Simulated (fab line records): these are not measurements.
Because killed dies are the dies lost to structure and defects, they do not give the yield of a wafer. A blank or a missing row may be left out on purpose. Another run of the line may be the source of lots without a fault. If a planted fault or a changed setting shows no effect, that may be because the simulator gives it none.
Which tool did it?    flow n5Finfet    30 wafers from 10 lots sampled at 5 of the route's 1938 steps

## WHAT EACH GAUGE READ, for each wafer
The record holds no reading of a measuring or inspecting step that can be judged against a usual standard deviation.

## WHICH TOOL RAN EACH LOT (tool, then ch and the chambers of the sampled wafers, then the start)
lot   N5_BEOL_M4_SPUTTER_86        N5_PASSIVATION_PASS_ETCH_74        N5_PASSIVATION_PECVD_35          N5_PASSIVATION_STRIP_48            N5_PASSIVATION_PROBE_49
L733  pvdSputter-01, day 8 11:40   rieDiel-06 ch 0,1, day 12 10:40    pecvd-04 ch 1,2, day 12 13:29    rieDiel-04 ch 0,1,2, day 12 14:52  prober-02, day 12 17:27
L732  pvdSputter-03, day 8 15:32   rieDiel-01 ch 2,3, day 12 09:58    pecvd-04 ch 0,1, day 12 12:47    rieDiel-05 ch 0,1,3, day 12 13:51  prober-02, day 12 16:26
L736  pvdSputter-01, day 9 02:38   rieDiel-01 ch 1,3, day 13 11:44    pecvd-03 ch 1,2, day 13 14:31    rieDiel-04 ch 0,2,3, day 13 15:53  prober-01, day 13 18:23
L735  pvdSputter-02, day 9 03:04   rieDiel-06 ch 1,3, day 13 00:02    pecvd-01 ch 0,1,2, day 13 02:56  rieDiel-04 ch 2,3, day 13 04:08    -
L737  pvdSputter-01, day 9 05:58   rieDiel-03 ch 2,3, day 13 11:10    pecvd-04 ch 0,2, day 13 14:05    rieDiel-05 ch 0,3, day 13 15:35    prober-02, day 13 18:04
L738  pvdSputter-01, day 9 18:02   rieDiel-01 ch 0,1, day 13 15:05    pecvd-03 ch 0,1, day 13 18:11    rieDiel-04 ch 0,2,3, day 13 19:23  -
L743  pvdSputter-02, day 11 07:28  rieDiel-06 ch 0,1,2, day 15 08:08  pecvd-03 ch 1,2, day 15 11:35    rieDiel-05 ch 0,1, day 15 12:53    -
L746  pvdSputter-01, day 11 10:34  rieDiel-01 ch 0,1,2, day 15 18:08  pecvd-03 ch 0,1, day 15 22:04    rieDiel-04 ch 0,1, day 15 23:23    prober-01, day 16 02:08
L745  pvdSputter-03, day 11 14:52  rieDiel-03 ch 0,1,2, day 15 16:52  pecvd-04 ch 0,2, day 15 20:10    rieDiel-05 ch 0,1,3, day 15 21:37  prober-02, day 16 01:06
L749  pvdSputter-03, day 12 19:44  rieDiel-06 ch 0,1,2, day 16 22:45  pecvd-03 ch 0,1,2, day 17 01:23  rieDiel-02 ch 1,2,3, day 17 02:27  prober-02, day 17 04:58
- N5_BEOL_M4_SPUTTER_86: material Cu, target thk 4.5 nm, time 8.29 s.
- N5_PASSIVATION_PASS_ETCH_74: etches SiNx in CF4/O2, target depth 220 nm, time 110 s.
- N5_PASSIVATION_PECVD_35: deposits SiNx from SiH4/NH3/N2, target thk 700 nm, time 151.3 s.
- N5_PASSIVATION_STRIP_48: strips in O2.
- N5_PASSIVATION_PROBE_49

## WHAT THE TOOLS THEMSELVES READ (means of the sampled wafers that have a number; where no wafer has one, the mark that the record gives instead)
N5_BEOL_M4_SPUTTER_86. Usual: throttleValvePct reads 29.7 % (standard deviation 1).
lot   tool           throttleValvePct (%)  flag
L733  pvdSputter-01  30.0                  
L732  pvdSputter-03  30.8                  
L736  pvdSputter-01  29.3                  
L735  pvdSputter-02  29.9                  
L737  pvdSputter-01  30.2                  
L738  pvdSputter-01  29.6                  
L743  pvdSputter-02  29.9                  
L746  pvdSputter-01  29.4                  
L745  pvdSputter-03  29.5                  
L749  pvdSputter-03  30.2                  

N5_PASSIVATION_PASS_ETCH_74. Usual: biasW 49.01 W, standard deviation 0.17; cf4FlowSccm 100.01 sccm, standard deviation 0.3; drypumpMotorCurrentA 5.7 A, standard deviation 0.38; oesProductAu 0.81 a.u., standard deviation 0.093; rfFwdPowerW 532.7 W, standard deviation 1.7; rfVppV 240 V, standard deviation 4.3; showerheadPlenumPTorr 2.22 Torr, standard deviation 0.076; throttleValvePct 15.91 %, standard deviation 0.23.
lot   tool        biasW (W)  cf4FlowSccm (sccm)  drypumpMotorCurrentA (A)  oesProductAu (a.u.)  rfFwdPowerW (W)  rfVppV (V)  showerheadPlenumPTorr (Torr)  throttleValvePct (%)  flag
L733  rieDiel-06  49.04      99.90               5.9                       0.85                 533.2            239         2.20                          15.67                 
L732  rieDiel-01  48.95      99.80               6.2                       0.79                 532.6            245         2.13                          15.95                 
L736  rieDiel-01  49.21      100.24              5.9                       0.75                 535.1            243         2.18                          15.94                 
L735  rieDiel-06  49.00      100.20              5.5                       0.81                 533.1            244         2.29                          15.90                 
L737  rieDiel-03  48.95      100.14              5.7                       0.86                 533.4            239         2.20                          15.88                 
L738  rieDiel-01  48.82      100.19              5.4                       0.69                 534.0            236         2.24                          16.07                 
L743  rieDiel-06  49.04      100.18              5.6                       0.87                 532.8            237         2.18                          15.87                 
L746  rieDiel-01  49.12      100.01              5.7                       0.78                 533.7            239         2.26                          15.98                 
L745  rieDiel-03  49.09      100.03              5.5                       0.74                 531.6            240         2.24                          15.71                 
L749  rieDiel-06  49.08      100.08              5.6                       0.84                 531.0            238         2.17                          15.89                 

N5_PASSIVATION_PECVD_35. Usual: heaterPowerW 323 W, standard deviation 79; rfFwdPowerW 1400 W, standard deviation 5.1; showerheadPlenumPTorr 8.71 Torr, standard deviation 0.092; throttleValvePct 28.9 %, standard deviation 1.3.
lot   tool      heaterPowerW (W)  rfFwdPowerW (W)  showerheadPlenumPTorr (Torr)  throttleValvePct (%)  flag
L733  pecvd-04  232               1403             8.75                          27.2                  
L732  pecvd-04  353               1399             8.80                          29.2                  
L736  pecvd-03  290               1396             8.66                          29.0                  
L735  pecvd-01  393               1401             8.71                          29.3                  
L737  pecvd-04  317               1397             8.65                          28.1                  
L738  pecvd-03  333               1397             8.73                          29.5                  
L743  pecvd-03  305               1402             8.62                          29.9                  
L746  pecvd-03  344               1397             8.71                          29.6                  
L745  pecvd-04  322               1400             8.66                          27.1                  
L749  pecvd-03  327               1399             8.69                          29.4                  

N5_PASSIVATION_STRIP_48. Usual: drypumpMotorCurrentA 5.4 A, standard deviation 0.39; o2FlowSccm 225.1 sccm, standard deviation 0.75; oesProductAu 0.79 a.u., standard deviation 0.096; rfVppV 3.8 V, standard deviation 2.5; showerheadPlenumPTorr 2.09 Torr, standard deviation 0.09; throttleValvePct 16.59 %, standard deviation 0.17.
lot   tool        drypumpMotorCurrentA (A)  o2FlowSccm (sccm)  oesProductAu (a.u.)  rfVppV (V)  showerheadPlenumPTorr (Torr)  throttleValvePct (%)  flag
L733  rieDiel-04  5.3                       225.5              0.72                 4.1         2.05                          16.78                 
L732  rieDiel-05  5.4                       224.9              0.79                 2.3         2.09                          16.50                 
L736  rieDiel-04  5.4                       225.1              0.74                 4.5         1.99                          16.75                 
L735  rieDiel-04  5.4                       224.6              0.73                 3.2         1.99                          16.66                 
L737  rieDiel-05  5.3                       225.2              0.78                 1.5         2.14                          16.38                 
L738  rieDiel-04  5.4                       224.6              0.73                 3.0         1.99                          16.70                 
L743  rieDiel-05  5.3                       225.2              0.70                 5.3         2.01                          16.68                 
L746  rieDiel-04  5.5                       224.5              0.94                 4.9         2.16                          16.43                 
L745  rieDiel-05  5.4                       224.6              0.75                 2.2         2.08                          16.58                 
L749  rieDiel-02  5.4                       225.3              0.84                 5.8         2.12                          16.59                 

N5_PASSIVATION_PROBE_49. Usual: defectLimitedYield 91.7 %, standard deviation 1.5; killed_at_M0_to_M3 32, standard deviation 9.6; killed_at_M4_up 13, standard deviation 5.3; killedAtContacts 12, standard deviation 6.8; killedAtFrontEnd 36, standard deviation 9.8; killedAtOther 4, standard deviation 3.1; killedDies 98, standard deviation 17; killedOnRim 13, standard deviation 4; killedOpen 65, standard deviation 13; killedShort 32, standard deviation 8.5; sort_bin_5_function 4.9 %, standard deviation 0.93; sort_bin_6_memory 3.2 %, standard deviation 0.67; sortNPass 1082, standard deviation 17; sortYieldPct 91.7 %, standard deviation 1.4.
lot   tool       defectLimitedYield (%)  killed_at_M0_to_M3  killed_at_M4_up  killedAtContacts  killedAtFrontEnd  killedAtOther  killedDies  killedOnRim  killedOpen  killedShort  sort_bin_5_function (%)  sort_bin_6_memory (%)  sortNPass  sortYieldPct (%)  flag
L733  prober-02  92.7                    23                  12               7                 40                3              86          11           52          33           4.0                      3.0                    1094       92.7              
L732  prober-02  91.0                    33                  13               11                45                5              107         14           64          40           5.5                      3.2                    1073       91.0              
L736  prober-01  91.1                    27                  15               14                40                8              105         13           69          36           5.2                      3.3                    1075       91.1              
L737  prober-02  91.9                    27                  14               10                42                2              95          13           66          27           4.5                      3.4                    1085       91.9              
L746  prober-01  90.0                    28                  44               19                26                2              119         17           61          25           6.0                      3.4                    1061       90.0              OFF
L745  prober-02  91.6                    27                  15               6                 45                6              99          13           65          34           5.4                      2.8                    1081       91.6              
L749  prober-02  89.9                    51                  12               15                37                5              120         17           78          42           6.2                      3.6                    1060       89.9              

## THE ANSWER, worked out from the rows above alone
Rule: a lot is off if the mean of its wafers that have a number lies more than 3 standard deviations from the usual mean. Also off: a lot with no number at a reading for which 4 or more lots have one. Where the step has rows for the other lots, those lots are counted as sound. First the gauges in route order, then the tools' own readings, where a lot's mean is used as printed above. The first step at which some lot is off is used, and at that step the reading that is off furthest; a lot without a number counts as furthest.
Off, at N5_PASSIVATION_PROBE_49 on killed_at_M4_up: L746. Neither off nor sound, because the step has no rows for them: L735, L738, L743.
A tool fits if, at that step or a process step before it, it ran every lot that is off, and no sound lot after the first of them. Can't be told from this: 4 tools fit, pvdSputter-01 at N5_BEOL_M4_SPUTTER_86, rieDiel-01 at N5_PASSIVATION_PASS_ETCH_74, rieDiel-04 at N5_PASSIVATION_STRIP_48, prober-01 at N5_PASSIVATION_PROBE_49.

## WHAT THE SIMULATOR HAD PUT IN
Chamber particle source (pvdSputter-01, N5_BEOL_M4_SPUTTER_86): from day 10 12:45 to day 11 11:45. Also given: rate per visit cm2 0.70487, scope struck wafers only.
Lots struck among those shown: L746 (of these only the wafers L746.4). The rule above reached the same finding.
